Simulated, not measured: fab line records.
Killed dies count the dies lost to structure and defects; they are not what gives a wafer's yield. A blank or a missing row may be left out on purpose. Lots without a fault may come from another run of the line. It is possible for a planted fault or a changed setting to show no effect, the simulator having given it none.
A struck lot beside a sound one || flow nand harc || 15 steps out of a route of 1302
Sound: wafers L455.1, L455.2, L455.5. Wafers L461.1, L461.4, L461.6 were the ones struck. At the end, the cause is stated.
Order at every step that has rows: each side's tool, ch and its chambers, its first start. Under that, the readings that differ: sound wafers || struck wafers || difference of the means || sigmas: that difference in standard deviations of wafers without a fault.
alike: words and numbers the same on both sides, and readings whose means are apart by under 2 such deviations; not compared: readings that were withheld, readings missing a value for some wafer, numbers with overlapping values and no deviation given by the record, and bounds like >300 which may hide the same value.
The two part at a step that has a row with sigmas, a row that says differs or no value, or rows on one side only. Numbers that have no deviation but don't overlap get no sigmas and don't part them. A reading missing from all wafers of one side parts the sides only when that side holds two or more wafers.

first, 4 steps without rows for these wafers: NHARC_THIN_TSV_EBR_29; NHARC_THIN_TSV_EXPOSE_30 (exposes mask PAD); NHARC_THIN_TSV_PEB_31 (peb time 85 s); NHARC_THIN_TSV_DEVELOP_32 (time 70 s).
NHARC_THIN_TSV_CD_MEAS_33 targets a cd of 5000 nm.
  sound on cd sem-01 ch 0, day 26 16:47; struck on cd sem-02 ch 0, day 28 12:35
  alike: cd nm
then, 1 step without rows for these wafers: NHARC_THIN_TSV_HARDBAKE_34 (time 80 s).
NHARC_THIN_TSV_DESCUM_35: chemistry O2, time 3 s.
  sound on rie diel-06 ch 0,1, day 26 16:57; struck on rie diel-07 ch 0,1,2, day 28 12:45
  alike: drypump motor current A, oes product au, rf vpp V, showerhead plenum p Torr, throttle valve pct
  not compared: rf hours counter h
NHARC_THIN_TSV_ETCH_59: etches the open film in Cl2/BCl3, target depth 880 nm, time 138.1 s.
  sound on rie metal-03 ch 0,1, day 26 17:05; struck on rie metal-03 ch 0,1, day 28 12:52
  alike: drypump motor current A, oes product au, throttle valve pct
  not compared: rf hours counter h
NHARC_THIN_TSV_ETCH_36: etches the open film in Cl2/BCl3, target depth 65 nm, time 18.571 s.
  sound on rie metal-03 ch 0,1, day 26 17:20; struck on rie metal-03 ch 0,1, day 28 13:07
  alike: drypump motor current A, oes product au
  not compared: rf hours counter h
NHARC_THIN_TSV_STRIP_56: strips in O2.
  sound on plasma asher-01 ch 0,1, day 26 17:27; struck on plasma asher-01 ch 0,1, day 28 13:16
  alike: drypump motor current A, heater power w
  not compared: rf hours counter h
then, 1 step without rows for these wafers: NHARC_THIN_TSV_STRIP_57 (strips in post etch residue remover, time 1200 s).
NHARC_THIN_TSV_CD_MEAS_37:
  struck on cd sem-02, day 28 14:04; sound on cd sem-03, day 26 18:14
  alike: cd nm
NHARC_THIN_TSV_ANNEAL_58: time 1800 s.
  sound on furnace-05 ch 0, day 26 20:02; struck on furnace-05 ch 0, day 28 17:41
{"reading": "spike tc bottom C (C)", "sound": "421.8 423.4 422.2", "struck": "447.6 447.1 449.9", "difference": "+25.7", "sigmas": "+15"}
{"reading": "spike tc centre C (C)", "sound": "398.5 400.2 398.1", "struck": "426.7 425.9 425.2", "difference": "+27.0", "sigmas": "+19"}
{"reading": "spike tc lower C (C)", "sound": "396.6 396.1 397.3", "struck": "425.2 424.7 425.1", "difference": "+28.3", "sigmas": "+22"}
{"reading": "spike tc top C (C)", "sound": "429.4 428.4 428.6", "struck": "453.4 454.3 456.2", "difference": "+25.8", "sigmas": "+22"}
{"reading": "spike tc upper C (C)", "sound": "402.3 402.1 402.7", "struck": "428.2 428.6 427.8", "difference": "+25.8", "sigmas": "+12"}
{"reading": "zone power top pct (%)", "sound": "10.39 10.39 10.49", "struck": "11.53 11.37 11.24", "difference": "+0.96", "sigmas": "+7"}
NHARC_THIN_TSV_INSPECT_40:
  struck on defect inspect-01, day 28 19:08; sound on defect inspect-02, day 26 21:28
  alike: raw defect count
NHARC_END_SORT_01:
  sound on prober-02 ch 0, day 27 01:04; struck on prober-01 ch 0, day 28 22:12
{"reading": "killed at array", "sound": "84 96 95", "struck": "39 58 58", "difference": -40, "sigmas": -2}
  alike: defect limited yield, killed at other, killed at periphery, killed dies, killed open, killed short, sort_bin_2_pct, sort_bin_3_pct, sort_bin_4_pct, sort n pass, sort rim yield pct, sort yield pct

## WHERE THEY PART
Earliest at NHARC_THIN_TSV_ANNEAL_58; latest, in this record, at NHARC_END_SORT_01.

WHY: what the simulator had put in
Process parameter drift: furnace-05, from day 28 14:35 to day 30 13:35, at NHARC_THIN_TSV_ANNEAL_58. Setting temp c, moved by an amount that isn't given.
